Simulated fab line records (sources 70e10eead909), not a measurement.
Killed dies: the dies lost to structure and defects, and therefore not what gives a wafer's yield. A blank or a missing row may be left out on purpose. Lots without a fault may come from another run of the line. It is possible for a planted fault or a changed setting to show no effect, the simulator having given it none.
Which tool did it? | flow nand harc | Sampling: 24 lots, 72 wafers, 6 of 1302 route steps

WHAT THE GAUGES SHOWED, per wafer
NHARC_A_CONTACT_OVL_MEAS_70. Usual: overlay x nm 0.0 nm, standard deviation 0.91; overlay y nm 0.1 nm, standard deviation 0.79.
lot  | measured     | on         | overlay x nm (nm) | overlay y nm (nm) | flag
L074 | day 21 17:28 | overlay-01 | -0.3 0.4 0.2      | 0.4 0.7 1.0       |
L076 | day 22 07:53 | overlay-02 | 0.7 -0.1 -0.2     | 0.0 0.0 -0.1      |
L075 | day 22 10:11 | overlay-02 | 0.8 0.9 0.3       | -1.2 -1.4 -1.0    |
L077 | day 23 08:23 | overlay-01 | 0.2 1.0 0.8       | 0.7 0.9 0.9       |
L079 | day 23 11:35 | overlay-02 | -0.1 0.1 -0.4     | -0.6 -1.3 -0.7    |
L078 | day 23 17:10 | overlay-02 | 0.5 -0.1 0.1      | 1.7 1.2 0.8       |
L082 | day 24 17:05 | overlay-02 | 0.1 -0.2 -0.2     | 1.5 0.9 1.2       |
L081 | day 24 20:19 | overlay-02 | -1.3 -1.1 -1.8    | 0.1 0.6 -0.1      |
L080 | day 24 22:51 | overlay-02 | 0.7 0.0 1.0       | 0.4 0.3 0.4       |
L083 | day 26 00:10 | overlay-01 | -0.3 -0.3 -0.2    | -0.6 -0.2 -0.2    |
L084 | day 25 21:22 | overlay-01 | 0.6 0.4 0.7       | -0.9 -1.1 -1.3    |
L085 | day 26 03:24 | overlay-01 | -1.0 -1.3 -0.6    | -0.2 -0.6 -0.4    |
L086 | day 26 17:46 | overlay-01 | 1.7 1.7 1.8       | -1.2 -1.2 -0.9    |
L087 | day 27 06:55 | overlay-02 | -1.5 -1.4 -1.0    | 0.5 0.0 0.0       |
L088 | day 27 23:09 | overlay-02 | 0.9 1.2 0.3       | 0.6 0.0 -0.1      |
L089 | day 28 01:00 | overlay-02 | 0.9 0.6 0.5       | 0.1 -0.4 -0.2     |
L090 | day 28 14:43 | overlay-02 | 0.3 0.2 0.3       | 0.4 0.5 0.6       |
L091 | day 28 14:56 | overlay-01 | 0.3 0.6 0.8       | -0.2 0.4 0.4      |
L092 | day 29 01:31 | overlay-01 | -0.8 -0.1 -0.2    | 0.0 0.0 0.3       |
L093 | day 29 14:31 | overlay-02 | -0.2 -0.5 -0.3    | 0.0 -0.8 0.0      |
L094 | day 29 23:29 | overlay-01 | 1.3 1.2 1.1       | -0.5 -0.4 0.2     |
L095 | day 30 20:11 | overlay-02 | -1.4 -1.5 -1.1    | -0.3 -0.9 -0.7    |
L096 | day 30 22:01 | overlay-01 | -1.6 -1.8 -1.4    | 0.7 0.8 0.2       |
L097 | day 31 17:42 | overlay-02 | 0.8 0.5 0.4       | 1.3 1.3 1.2       |

NHARC_A_CONTACT_INSPECT_10. Usual: 83 for raw defect count, sd 35.
lot  | measured     | on                | raw defect count | flag
L074 | day 22 01:41 | defect inspect-01 | 87 71 70         |
L076 | day 22 17:34 | defect inspect-02 | 45 57 65         |
L075 | day 22 18:34 | defect inspect-02 | 67 71 76         |
L077 | day 23 16:11 | defect inspect-01 | 112 104 86       |
L079 | day 23 23:43 | defect inspect-02 | 18 23 19         |
L078 | day 24 03:29 | defect inspect-02 | 103 112 97       |
L082 | day 25 00:45 | defect inspect-02 | 31 30 23         |
L081 | day 25 04:00 | defect inspect-02 | 131 105 128      |
L080 | day 25 07:12 | defect inspect-02 | 162 158 158      |
L083 | day 26 11:56 | defect inspect-02 | 121 128 127      |
L084 | day 26 07:19 | defect inspect-02 | 40 42 37         |
L085 | day 26 14:29 | defect inspect-01 | 69 81 79         |
L086 | day 27 01:49 | defect inspect-02 | 92 86 84         |
L087 | day 27 14:43 | defect inspect-01 | 100 94 72        |
L088 | day 28 06:57 | defect inspect-01 | 71 63 66         |
L089 | day 28 08:47 | defect inspect-02 | 101 110 96       |
L090 | day 29 05:17 | defect inspect-01 | 95 77 75         |
L091 | day 29 05:26 | defect inspect-02 | 104 95 115       |
L092 | day 29 09:23 | defect inspect-01 | 78 67 72         |
L093 | day 29 22:20 | defect inspect-01 | 125 120 144      |
L094 | day 30 07:24 | defect inspect-02 | 74 69 65         |
L095 | day 31 04:00 | defect inspect-02 | 43 46 45         |
L096 | day 31 05:50 | defect inspect-02 | 111 107 120      |
L097 | day 32 04:14 | defect inspect-01 | 54 73 58         |

EACH LOT AND THE TOOL THAT RAN IT (in order: tool; ch and the chambers of the sampled wafers; start)
lot  | NHARC_A_CONTACT_ETCH_120             | NHARC_A_CONTACT_ETCH_75            | NHARC_A_CONTACT_ETCH_78                       | NHARC_A_CONTACT_DEP_85
L074 | har cap etch-01 ch 0,1, day 21 02:19 | rie diel-06 ch 1,3, day 21 17:40   | rie diel-06 ch 0,1,2, day 22 00:49 or earlier | pecvd-03 ch 0,2, day 22 00:49
L076 | har cap etch-03 ch 0,1, day 22 01:02 | rie diel-06 ch 0,2,3, day 22 08:05 | rie diel-06 ch 2,3, day 22 16:52 or earlier   | pecvd-03 ch 0,1,2, day 22 16:52
L075 | har cap etch-02 ch 0,1, day 22 02:51 | rie diel-06 ch 0,3, day 22 10:22   | rie diel-06 ch 0,1,2, day 22 17:43 or earlier | pecvd-01 ch 1,2, day 22 17:43
L077 | har cap etch-01 ch 0,1, day 23 01:46 | rie diel-01 ch 0,3, day 23 08:34   | rie diel-01 ch 0,1, day 23 15:30 or earlier   | pecvd-03 ch 0,1,2, day 23 15:30
L079 | har cap etch-03 ch 0,1, day 23 04:54 | rie diel-06 ch 0,2,3, day 23 11:46 | rie diel-06 ch 0,1,2, day 23 22:56 or earlier | pecvd-02 ch 0,1,2, day 23 22:56
L078 | har cap etch-02 ch 0,1, day 23 10:25 | rie diel-13 ch 0,3, day 23 17:22   | rie diel-13 ch 0,3, day 24 02:44 or earlier   | pecvd-01 ch 0,1,2, day 24 02:44
L082 | har cap etch-01 ch 0,1, day 24 10:23 | rie diel-06 ch 0,1,3, day 24 17:16 | rie diel-06 ch 0,1,2, day 25 00:05 or earlier | pecvd-02 ch 0,1, day 25 00:05
L081 | har cap etch-03 ch 0,1, day 24 13:00 | rie diel-13 ch 1,3, day 24 20:30   | rie diel-13 ch 0,1, day 25 03:17 or earlier   | pecvd-02 ch 1,2, day 25 03:17
L080 | har cap etch-02 ch 1, day 24 16:14   | rie diel-13 ch 1,3, day 24 23:04   | rie diel-13 ch 0,1, day 25 06:22 or earlier   | pecvd-01 ch 0,2, day 25 06:22
L083 | har cap etch-01 ch 1, day 25 13:32   | rie diel-06 ch 0,2, day 26 00:20   | rie diel-06 ch 0,2,3, day 26 11:05 or earlier | pecvd-03 ch 0,1,2, day 26 11:05
L084 | har cap etch-03 ch 0,1, day 25 14:06 | rie diel-01 ch 1,2,3, day 25 21:32 | rie diel-01 ch 0,1,2, day 26 06:35 or earlier | pecvd-03 ch 0,1,2, day 26 06:35
L085 | har cap etch-02 ch 0,1, day 25 18:31 | rie diel-06 ch 0,3, day 26 03:35   | rie diel-06 ch 1,3, day 26 13:46 or earlier   | pecvd-02 ch 1,2, day 26 13:46
L086 | har cap etch-01 ch 0,1, day 26 09:56 | rie diel-13 ch 0,1,3, day 26 17:57 | rie diel-13 ch 1,3, day 27 01:08 or earlier   | pecvd-03 ch 0,1,2, day 27 01:08
L087 | har cap etch-02 ch 0,1, day 26 23:58 | rie diel-06 ch 1,3, day 27 07:07   | rie diel-06 ch 0,3, day 27 13:52 or earlier   | pecvd-01 ch 0,2, day 27 13:52
L088 | har cap etch-02 ch 0,1, day 27 16:27 | rie diel-06 ch 0,1, day 27 23:20   | rie diel-06 ch 0,2,3, day 28 06:06 or earlier | pecvd-01 ch 0,1,2, day 28 06:06
L089 | har cap etch-03 ch 0,1, day 27 17:40 | rie diel-06 ch 0,2,3, day 28 01:11 | rie diel-06 ch 1,2, day 28 07:56 or earlier   | pecvd-03 ch 0,1, day 28 07:56
L090 | har cap etch-03 ch 0,1, day 28 06:55 | rie diel-01 ch 1,2,3, day 28 14:54 | rie diel-01 ch 0,1,2, day 29 04:26 or earlier | pecvd-02 ch 0,1,2, day 29 04:26
L091 | har cap etch-01 ch 0,1, day 28 08:12 | rie diel-13 ch 0,2, day 28 15:07   | rie diel-13 ch 0,1,2, day 29 04:34 or earlier | pecvd-03 ch 0,1,2, day 29 04:34
L092 | har cap etch-01 ch 0,1, day 28 16:52 | rie diel-06 ch 0,1,2, day 29 01:42 | rie diel-06 ch 0,2, day 29 08:40 or earlier   | pecvd-02 ch 0,1,2, day 29 08:40
L093 | har cap etch-02 ch 0,1, day 29 07:22 | rie diel-06 ch 0,3, day 29 14:42   | rie diel-06 ch 0,1,2, day 29 21:31 or earlier | pecvd-02 ch 0,2, day 29 21:31
L094 | har cap etch-01 ch 0,1, day 29 16:40 | rie diel-06 ch 0,1,2, day 29 23:45 | rie diel-06 ch 0,1, day 30 06:34 or earlier   | pecvd-03 ch 0,1,2, day 30 06:34
L095 | har cap etch-03 ch 1, day 30 13:16   | rie diel-06 ch 0,2, day 30 20:22   | rie diel-06 ch 0,1,2, day 31 03:11 or earlier | pecvd-01 ch 0,1, day 31 03:11
L096 | har cap etch-01 ch 0,1, day 30 14:49 | rie diel-06 ch 1,2, day 30 22:11   | rie diel-06 ch 0,1,3, day 31 05:04 or earlier | pecvd-02 ch 0,1,2, day 31 05:04
L097 | har cap etch-03 ch 0,1, day 31 09:56 | rie diel-06 ch 0,2,3, day 31 17:53 | rie diel-06 ch 0,2,3, day 32 03:23 or earlier | pecvd-03 ch 0,1, day 32 03:23
- NHARC_A_CONTACT_ETCH_120: etches the open film in C4F8/O2/Ar, time 190 s, target depth 1850 nm.
- NHARC_A_CONTACT_ETCH_75: etches the open film in CF4, target depth 39 nm, time 65 s.
- NHARC_A_CONTACT_ETCH_78: etches the open film in O2/COS, target depth 5300 nm, time 1378 s.
- NHARC_A_CONTACT_DEP_85: deposits SiON, target thk 60 nm.

WHAT THE TOOLS THEMSELVES READ (means of the sampled wafers that have a number; where no wafer has one, the mark that the record gives instead)
NHARC_A_CONTACT_ETCH_75. Usual: drypump motor current A 5.8 A, standard deviation 0.56; oes product au 0.999 a.u., standard deviation 0.013; rf vpp V 151.1 V, standard deviation 1; showerhead plenum p Torr 1.75 Torr, standard deviation 0.056; throttle valve pct 13.282 %, standard deviation 0.0099.
lot  | tool        | drypump motor current A (A) | oes product au (a.u.) | rf vpp V (V) | showerhead plenum p Torr (Torr) | throttle valve pct (%) | flag
L074 | rie diel-06 | 6.3                         | 1.001                 | 152.1        | 1.83                            | 13.286                 |
L076 | rie diel-06 | 5.7                         | 1.000                 | 150.9        | 1.74                            | 13.278                 |
L075 | rie diel-06 | 6.0                         | 1.011                 | 150.8        | 1.79                            | 13.290                 |
L077 | rie diel-01 | 6.1                         | 1.030                 | 150.9        | 1.71                            | 13.284                 |
L079 | rie diel-06 | 5.7                         | 1.001                 | 151.1        | 1.74                            | 13.284                 |
L078 | rie diel-13 | 5.7                         | 0.987                 | 149.7        | 1.76                            | 13.287                 |
L082 | rie diel-06 | 5.9                         | 0.996                 | 151.1        | 1.80                            | 13.285                 |
L081 | rie diel-13 | 6.0                         | 0.986                 | 150.9        | 1.72                            | 13.280                 |
L080 | rie diel-13 | 6.0                         | 0.982                 | 151.8        | 1.72                            | 13.279                 |
L083 | rie diel-06 | 5.4                         | 0.997                 | 150.8        | 1.70                            | 13.282                 |
L084 | rie diel-01 | 5.2                         | 1.004                 | 150.5        | 1.74                            | 13.286                 |
L085 | rie diel-06 | 6.0                         | 1.003                 | 151.3        | 1.78                            | 13.273                 |
L086 | rie diel-13 | 5.8                         | 0.989                 | 151.2        | 1.73                            | 13.286                 |
L087 | rie diel-06 | 6.4                         | 0.994                 | 152.2        | 1.81                            | 13.287                 |
L088 | rie diel-06 | 5.4                         | 1.003                 | 152.2        | 1.78                            | 13.278                 |
L089 | rie diel-06 | 5.7                         | 1.003                 | 150.2        | 1.74                            | 13.287                 |
L090 | rie diel-01 | 5.2                         | 1.007                 | 150.7        | 1.73                            | 13.274                 |
L091 | rie diel-13 | 5.6                         | 0.989                 | 150.8        | 1.74                            | 13.292                 |
L092 | rie diel-06 | 5.6                         | 0.999                 | 150.7        | 1.75                            | 13.287                 |
L093 | rie diel-06 | 5.5                         | 0.991                 | 151.5        | 1.76                            | 13.285                 |
L094 | rie diel-06 | 5.6                         | 1.003                 | 151.8        | 1.75                            | 13.284                 |
L095 | rie diel-06 | 5.4                         | 1.011                 | 150.5        | 1.69                            | 13.275                 |
L096 | rie diel-06 | 5.8                         | 1.006                 | 150.1        | 1.72                            | 13.279                 |
L097 | rie diel-06 | 5.7                         | 0.991                 | 150.9        | 1.73                            | 13.282                 |

NHARC_A_CONTACT_ETCH_78. Usual: drypump motor current A 5.8 A, standard deviation 0.55; oes product au 1.000 a.u., standard deviation 0.013; rf vpp V 313.8 V, standard deviation 1.7; showerhead plenum p Torr 3.09 Torr, standard deviation 0.1; throttle valve pct 28.330 %, standard deviation 0.009.
lot  | tool        | drypump motor current A (A) | oes product au (a.u.) | rf vpp V (V) | showerhead plenum p Torr (Torr) | throttle valve pct (%) | flag
L074 | rie diel-06 | 5.6                         | 0.995                 | 313.6        | 3.11                            | 28.326                 |
L076 | rie diel-06 | 5.9                         | 0.996                 | 312.8        | 3.03                            | 28.331                 |
L075 | rie diel-06 | 5.6                         | 0.997                 | 313.6        | 3.11                            | 28.336                 |
L077 | rie diel-01 | 5.3                         | 0.991                 | 313.7        | 3.04                            | 28.330                 |
L079 | rie diel-06 | 5.6                         | 0.998                 | 314.1        | 3.11                            | 28.330                 |
L078 | rie diel-13 | 6.0                         | 0.982                 | 313.4        | 3.08                            | 28.334                 |
L082 | rie diel-06 | 5.6                         | 0.991                 | 314.4        | 3.10                            | 28.326                 |
L081 | rie diel-13 | 5.5                         | 0.997                 | 313.8        | 3.08                            | 28.329                 |
L080 | rie diel-13 | 5.6                         | 0.999                 | 312.4        | 3.05                            | 28.329                 |
L083 | rie diel-06 | 5.7                         | 0.999                 | 313.7        | 3.07                            | 28.327                 |
L084 | rie diel-01 | 5.5                         | 1.008                 | 313.0        | 3.04                            | 28.336                 |
L085 | rie diel-06 | 6.4                         | 1.012                 | 315.5        | 3.20                            | 28.329                 |
L086 | rie diel-13 | 6.1                         | 0.995                 | 312.4        | 3.04                            | 28.334                 |
L087 | rie diel-06 | 6.0                         | 1.007                 | 314.6        | 3.14                            | 28.327                 |
L088 | rie diel-06 | 5.7                         | 1.010                 | 313.8        | 3.07                            | 28.331                 |
L089 | rie diel-06 | 5.8                         | 0.996                 | 313.3        | 3.05                            | 28.321                 |
L090 | rie diel-01 | 5.4                         | 1.000                 | 314.0        | 3.03                            | 28.322                 |
L091 | rie diel-13 | 5.7                         | 0.995                 | 313.2        | 3.04                            | 28.337                 |
L092 | rie diel-06 | 5.4                         | 1.008                 | 312.4        | 2.99                            | 28.328                 |
L093 | rie diel-06 | 5.6                         | 0.999                 | 313.2        | 3.09                            | 28.325                 |
L094 | rie diel-06 | 5.8                         | 0.996                 | 314.2        | 3.19                            | 28.330                 |
L095 | rie diel-06 | 5.6                         | 1.010                 | 314.0        | 3.09                            | 28.339                 |
L096 | rie diel-06 | 5.9                         | 0.994                 | 314.8        | 3.16                            | 28.335                 |
L097 | rie diel-06 | 5.7                         | 1.003                 | 313.5        | 3.06                            | 28.324                 |

NHARC_A_CONTACT_DEP_85. Usual: heater power w 764 W, standard deviation 78; susceptor temp C 399.99 C, standard deviation 0.22.
lot  | tool     | heater power w (W) | susceptor temp C (C) | flag
L074 | pecvd-03 | 830                | 399.97               |
L076 | pecvd-03 | 826                | 399.92               |
L075 | pecvd-01 | 722                | 399.81               |
L077 | pecvd-03 | 824                | 399.91               |
L079 | pecvd-02 | 749                | 399.70               |
L078 | pecvd-01 | 697                | 400.05               |
L082 | pecvd-02 | 744                | 400.02               |
L081 | pecvd-02 | 821                | 400.06               |
L080 | pecvd-01 | 693                | 399.87               |
L083 | pecvd-03 | 764                | 400.02               |
L084 | pecvd-03 | 811                | 400.04               |
L085 | pecvd-02 | 829                | 399.96               |
L086 | pecvd-03 | 793                | 400.14               |
L087 | pecvd-01 | 727                | 399.82               |
L088 | pecvd-01 | 649                | 399.87               |
L089 | pecvd-03 | 809                | 400.08               |
L090 | pecvd-02 | 820                | 399.99               |
L091 | pecvd-03 | 813                | 399.96               |
L092 | pecvd-02 | 803                | 399.89               |
L093 | pecvd-02 | 748                | 400.03               |
L094 | pecvd-03 | 808                | 400.19               |
L095 | pecvd-01 | 639                | 399.94               |
L096 | pecvd-02 | 761                | 400.03               |
L097 | pecvd-03 | 734                | 399.95               |

THE ANSWER, worked out from the rows above alone
Rule: take the mean of a lot's wafers that have a number; if it is more than 3 standard deviations from the usual mean, the lot is off. Also off: a lot with no number at a reading for which 4 or more lots have one. All remaining lots with rows at the step are treated as sound. First the gauges in route order, then the tools' own readings, where a lot's mean is used as printed above. The first step at which some lot is off is used, and at that step the reading that is off furthest; a lot without a number counts as furthest.
No lot is off at any reading shown: from this, nothing can be told.

WHAT THE SIMULATOR HAD PUT IN
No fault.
